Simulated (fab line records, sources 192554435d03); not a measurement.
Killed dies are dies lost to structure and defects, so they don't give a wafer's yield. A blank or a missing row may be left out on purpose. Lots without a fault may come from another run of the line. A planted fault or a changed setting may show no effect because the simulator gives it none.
A struck lot beside a sound one | flow n5_finfet | 15 steps out of a route of 1938
Sound: wafers L970.1, L970.4, L970.6. Struck: wafer L977.2. (L977.3, L977.5 of the same lot were not struck and are left out.) The cause comes at the end.
At each step with rows: each side's tool, then ch and its chambers, then its first start. Under that, the readings that differ: sound wafers | struck wafers | difference of the means | sigmas: that difference in standard deviations of wafers without a fault.
alike: readings whose means differ by less than 2 such deviations, and words and numbers that are the same on both sides. not compared: withheld readings, readings that some wafer has no value for, bounds like >300 that may hide the same value, and numbers for which the record gives no deviation and whose values overlap.
The two part at a step that has a row with sigmas, a row that says differs or no value, or rows on one side only. Numbers that don't overlap but have no deviation are shown without sigmas and don't part them. A reading that every wafer of one side lacks parts them only if that side has two wafers or more.

first, 3 steps without rows for these wafers: N5_HKMG_FIN_ETCH_86 (etches SOC in N2/H2, stops on TiN, target depth 393.2 nm); N5_HKMG_FIN_STRIP_89 (strips SOC in N2/H2, time 20 s); N5_HKMG_FIN_WET_ETCH_87 (etches TiN in SC1, time 154.2 s, target depth 4.7 nm, rinse time 30 s).
N5_HKMG_FIN_STRIP_88: strips in N2/H2, time 360 s.
  sound on plasma_asher-02 ch 0,1, day 4 05:22; struck on plasma_asher-01 ch 1, day 6 01:52
  reading                     | sound       | struck | difference | sigmas
  drypump_motor_current_A (A) | 5.8 6.6 6.6 | 5.0    | -1.3       | -2
  alike: heater_power_w
  not compared: rf_hours_counter_h
N5_HKMG_FIN_NWFM_ALD_20: deposits TiAlC, target thk 2 nm, pulse time 3 s, purge time 2 s.
  sound on ald_metal-02 ch 1,2,3, day 4 05:44; struck on ald_metal-04 ch 1, day 6 02:14
  alike: heater_power_w, precursor_pulse_height_rel
  not compared: ald_cycles
then, 2 steps without rows for these wafers: N5_HKMG_FIN_ALD_71 (deposits TiN, target thk 1 nm, pulse time 1 s, purge time 3 s); N5_HKMG_FIN_COAT_66 (time 60 s, resist thk 300 nm).
N5_HKMG_FIN_ETCH_67: etches SOC in N2/H2, stops on TiN, target depth 388.9 nm.
  sound on rie_diel-01 ch 1,2, day 4 06:11; struck on rie_diel-06 ch 2, day 6 02:46
  reading                        | sound             | struck | difference | sigmas
  chamber_pressure_mTorr (mTorr) | 29.98 30.01 29.98 | 30.09  | +0.10      | +3
  alike: drypump_motor_current_A, oes_product_au, rf_vpp_V, showerhead_plenum_p_Torr, throttle_valve_pct
  not compared: rf_hours_counter_h
N5_HKMG_FIN_STRIP_90: strips SOC in N2/H2, time 20 s.
  sound on rie_diel-01 ch 1,2, day 4 06:14; struck on rie_diel-06 ch 2, day 6 02:49
  alike: chamber_pressure_mTorr, drypump_motor_current_A, oes_product_au, power_w, rf_vpp_V, showerhead_plenum_p_Torr, throttle_valve_pct
  not compared: rf_hours_counter_h
then, 3 steps without rows for these wafers: N5_HKMG_FIN_WET_ETCH_73 (etches the open film in SC1, time 42.3 s, target depth 1.3 nm, rinse time 30 s); N5_HKMG_FIN_ETCHBACK_68 (etches the open film in Cl2/Ar, stops on HfO2, target depth 0.5 nm); N5_HKMG_FIN_STRIP_69 (strips in N2/H2, time 360 s).
N5_HKMG_FIN_ALD_21: deposits TiN, target thk 1.5 nm, pulse time 1 s, purge time 3 s.
  sound on ald_metal-01 ch 1,3, day 4 06:55; struck on ald_metal-01 ch 3, day 6 03:30
  reading                                  | sound       | struck | difference | sigmas
  ald_cycles                               | 68 68 68    | 117    | +49        |
  model.TiN_of_HKMG_FIN_ALD_21.thk_nm (nm) | 1.6 1.6 1.6 | 2.6    | +1.0       |
  alike: heater_power_w, precursor_pulse_height_rel
N5_HKMG_FIN_ALD_72: deposits W, target thk 2 nm, pulse time 1 s, purge time 2 s.
  sound on cvd_w-02 ch 0,1, day 4 07:17; struck on cvd_w-01 ch 1, day 6 03:53
  alike: heater_power_w, precursor_pulse_height_rel
  not compared: ald_cycles
-- the record jumps here: 4 days lie between the struck wafers' starts before and after (it left off in module HKMG_FIN and takes up again in module BEOL_M4, whose first step shown is number 1111 of the route) --
N5_BEOL_M4_RC_MEAS_101:
  sound on prober-02 ch 0, day 8 04:49; struck on prober-02 ch 0, day 9 21:36
  alike: DIBL_N, DIBL_P, IOFF_N, IOFF_P, ION_N, ION_P, SS_N, SS_P, VT_N, VT_P

WHERE THEY PART
First at N5_HKMG_FIN_STRIP_88; last, within this record, at N5_HKMG_FIN_ETCH_67. Later steps at which nothing parts them and some readings are alike: N5_HKMG_FIN_STRIP_90, N5_HKMG_FIN_ALD_21, N5_HKMG_FIN_ALD_72, N5_BEOL_M4_RC_MEAS_101.

WHY: what the simulator had put in
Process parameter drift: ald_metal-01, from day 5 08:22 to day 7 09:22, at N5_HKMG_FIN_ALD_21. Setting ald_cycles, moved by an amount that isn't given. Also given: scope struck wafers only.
